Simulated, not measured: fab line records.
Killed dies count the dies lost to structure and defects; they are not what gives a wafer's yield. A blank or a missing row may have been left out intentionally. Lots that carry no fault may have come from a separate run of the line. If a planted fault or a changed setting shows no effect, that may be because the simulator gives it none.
Chamber matching || flow nand harc || cmp-01 running NHARC_A_STAIRCASE_CMP_450: 4 sister chambers
The step polishes SiO2, target thk 200 nm. 14 wafers are shown with their chamber, then 7 later ones without.

WAFERS PAIRED WITH THEIR CHAMBERS
{"wafer": "L076.1", "chamber": 1, "motor current A (A)": 13.6, "pad life wafers": 249}
{"wafer": "L076.2", "chamber": 3, "motor current A (A)": 11.9, "pad life wafers": 247}
{"wafer": "L076.4", "chamber": 0, "motor current A (A)": 12.6, "pad life wafers": 248}
{"wafer": "L075.2", "chamber": 0, "motor current A (A)": 12.1, "pad life wafers": 285}
{"wafer": "L075.4", "chamber": 2, "motor current A (A)": 11.3, "pad life wafers": 283}
{"wafer": "L080.1", "chamber": 2, "motor current A (A)": 11.0, "pad life wafers": 13}
{"wafer": "L080.2", "chamber": 0, "motor current A (A)": 12.6, "pad life wafers": 15}
{"wafer": "L085.3", "chamber": 3, "motor current A (A)": 12.1, "pad life wafers": 211}
{"wafer": "L087.2", "chamber": 2, "motor current A (A)": 11.5, "pad life wafers": 285}
{"wafer": "L087.4", "chamber": 3, "motor current A (A)": 11.4, "pad life wafers": 282}
{"wafer": "L086.3", "chamber": 1, "motor current A (A)": 13.3, "pad life wafers": 294}
{"wafer": "L088.1", "chamber": 3, "motor current A (A)": 11.6, "pad life wafers": 339}
{"wafer": "L088.3", "chamber": 2, "motor current A (A)": 11.0, "pad life wafers": 338}
{"wafer": "L092.1", "chamber": 0, "motor current A (A)": 11.9, "pad life wafers": 72}

SIGNATURES (averages over the wafers above)
{"reading": "motor current A", "chamber 0": 12.300, "chamber 1": 13.450, "chamber 2": 11.200, "chamber 3": 11.750, "scatter within a chamber": 0.299}
{"reading": "pad life wafers", "chamber 0": 155.00, "chamber 1": 271.50, "chamber 2": 229.75, "chamber 3": 269.75, "scatter within a chamber": 112}
Rule: a wafer's distance from a chamber is the root of the sum, over the readings, of the square of ((its reading less the chamber's mean) divided by the reading's scatter). The wafer belongs to the nearest chamber; if the next one is less than 2 further off, it can't be placed. The scatter is the square root of a quotient: the sum, over the shown wafers, of each reading's squared deviation from its chamber's mean, divided by wafers minus chambers.

WAFERS WITH NO CHAMBER GIVEN
{"wafer": "L092.4", "motor current A (A)": 12.3, "pad life wafers": 75}
{"wafer": "L093.1", "motor current A (A)": 13.1, "pad life wafers": 168}
{"wafer": "L093.2", "motor current A (A)": 11.2, "pad life wafers": 169}
{"wafer": "L096.2", "motor current A (A)": 11.0, "pad life wafers": 198}
{"wafer": "L096.3", "motor current A (A)": 12.4, "pad life wafers": 201}
{"wafer": "L097.3", "motor current A (A)": 13.0, "pad life wafers": 308}
{"wafer": "L097.4", "motor current A (A)": 11.4, "pad life wafers": 306}

EACH ONE'S CHAMBER
{"wafer": "L092.4", "from the rows above": "can't be placed: 0 or 3", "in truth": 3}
{"wafer": "L093.1", "from the rows above": "can't be placed: 1 or 0", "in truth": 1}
{"wafer": "L093.2", "from the rows above": "can't be placed: 2 or 3", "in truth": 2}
{"wafer": "L096.2", "from the rows above": "can't be placed: 2 or 3", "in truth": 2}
{"wafer": "L096.3", "from the rows above": "can't be placed: 0 or 3", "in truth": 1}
{"wafer": "L097.3", "from the rows above": "can't be placed: 1 or 0", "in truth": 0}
{"wafer": "L097.4", "from the rows above": "can't be placed: 2 or 3", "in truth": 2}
Placed correctly: 0 of 7. These rows do not allow placing 7 (true chamber among the candidates in 6). 0 placed wrongly.
